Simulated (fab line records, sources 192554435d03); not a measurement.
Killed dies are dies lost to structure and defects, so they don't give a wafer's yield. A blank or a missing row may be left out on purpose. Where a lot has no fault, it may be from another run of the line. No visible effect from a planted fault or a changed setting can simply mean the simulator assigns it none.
Which tool is to blame? | flow n5Finfet | 24 lots with 72 wafers sampled at 2 steps, on a route of 1938 steps

== WHAT EACH GAUGE READ, for each wafer ==
N5_WELL_APT_OVL_MEAS_26.
lot  | measured    | on         | PWELL_OVL (nm)
L074 | day 1 14:52 | overlay-02 | 2 2 2
L075 | day 1 20:58 | overlay-02 | 0 -1 -2
L076 | day 2 03:44 | overlay-01 | 0 2 4
L077 | day 2 09:16 | overlay-02 | -4 -1 3
L078 | day 2 15:27 | overlay-01 | 3 4 3
L079 | day 2 21:08 | overlay-01 | 5 -5 1
L080 | day 3 04:03 | overlay-02 | -3 -2 1
L081 | day 3 09:55 | overlay-01 | -5 -8 -7
L082 | day 3 15:16 | overlay-01 | -1 -3 10
L083 | day 3 21:05 | overlay-02 | 6 -2 3
L084 | day 4 03:16 | overlay-02 | 1 0 2
L085 | day 4 09:36 | overlay-02 | 0 2 0
L086 | day 4 15:05 | overlay-01 | 7 9 8
L087 | day 4 20:59 | overlay-01 | 0 8 0
L088 | day 5 03:56 | overlay-01 | 4 -7 -8
L089 | day 5 08:58 | overlay-01 | -3 -14 -9
L090 | day 5 15:08 | overlay-02 | 8 6 7
L091 | day 5 21:05 | overlay-01 | 1 3 11
L092 | day 6 02:51 | overlay-01 | 1 0 1
L093 | day 6 08:59 | overlay-02 | 1 5 1
L094 | day 6 14:47 | overlay-02 | -6 -6 -5
L095 | day 6 21:01 | overlay-02 | 6 0 5
L096 | day 7 02:45 | overlay-02 | -6 -8 -7
L097 | day 7 10:22 | overlay-02 | -6 -1 0

N5_PMOS_HMC_CHANNEL_EPI_CD_MEAS_09: the cd target is 237.4 nm.
lot  | measured    | on       | cdNm (nm)
L074 | day 1 17:46 | cdSem-03 | 237.6 236.7 238.1
L075 | day 1 23:08 | cdSem-01 | 237.5 237.0 237.4
L076 | day 2 06:07 | cdSem-01 | 238.1 238.5 237.6
L077 | day 2 11:18 | cdSem-03 | 237.5 237.2 238.3
L078 | day 2 18:23 | cdSem-03 | 239.3 239.4 239.5
L079 | day 2 23:20 | cdSem-03 | 237.8 238.2 237.9
L080 | day 3 06:29 | cdSem-02 | 237.2 236.9 237.0
L081 | day 3 12:09 | cdSem-03 | 236.9 236.8 237.5
L082 | day 3 18:43 | cdSem-03 | 236.3 236.0 236.4
L083 | day 3 23:27 | cdSem-02 | 238.7 238.7 238.3
L084 | day 4 05:36 | cdSem-02 | 237.8 237.3 237.0
L085 | day 4 11:55 | cdSem-02 | 237.3 235.9 235.1
L086 | day 4 17:28 | cdSem-01 | 236.0 235.5 238.3
L087 | day 4 23:34 | cdSem-01 | 237.9 238.6 236.5
L088 | day 5 06:22 | cdSem-02 | 237.8 236.2 238.3
L089 | day 5 11:11 | cdSem-02 | 235.4 237.0 235.8
L090 | day 5 17:43 | cdSem-02 | 237.3 237.6 236.7
L091 | day 5 23:25 | cdSem-03 | 236.7 235.8 236.5
L092 | day 6 05:10 | cdSem-02 | 235.8 235.9 235.1
L093 | day 6 11:32 | cdSem-01 | 236.9 236.4 236.9
L094 | day 6 16:57 | cdSem-03 | 238.6 237.1 238.7
L095 | day 6 23:22 | cdSem-01 | 237.2 236.5 236.6
L096 | day 7 05:11 | cdSem-01 | 235.7 236.4 235.8
L097 | day 7 12:31 | cdSem-01 | 236.5 237.7 237.1

== WHAT TOOL EACH LOT RAN ON (gives the tool, then ch and the chambers of the sampled wafers, and finally the start) ==
The record holds no process step before these readings.

== WHAT THE TOOLS THEMSELVES READ (means of the sampled wafers that have a number; where no wafer has one, the mark that the record gives instead) ==
The record holds no such reading with a usual standard deviation.

== THE ANSWER, worked out from the rows above alone ==
Rule: the usual values come from the lots themselves. The widest of any qualifying gaps counts: lots, ordered by their means at a reading, are off when they make up no more than a third of the lots, leave a main group of 4 or more, and stand apart from it by 3 or more times the standard deviation of that group's means. The tables above print the reading to a certain number of digits; a main group whose means all agree to those digits is not used. Also off: a lot with no number at a reading for which 4 or more lots have one. Where the step has rows for the other lots, those lots are counted as sound. After the gauges, taken in route order, come the tools' own readings; for these a lot's mean is taken, as printed above. The first step at which some lot is off is used, and at that step the reading that is off furthest; a lot without a number counts as furthest.
Nothing can be told from this: no lot is off at any reading shown.

== WHAT THE SIMULATOR HAD INSERTED ==
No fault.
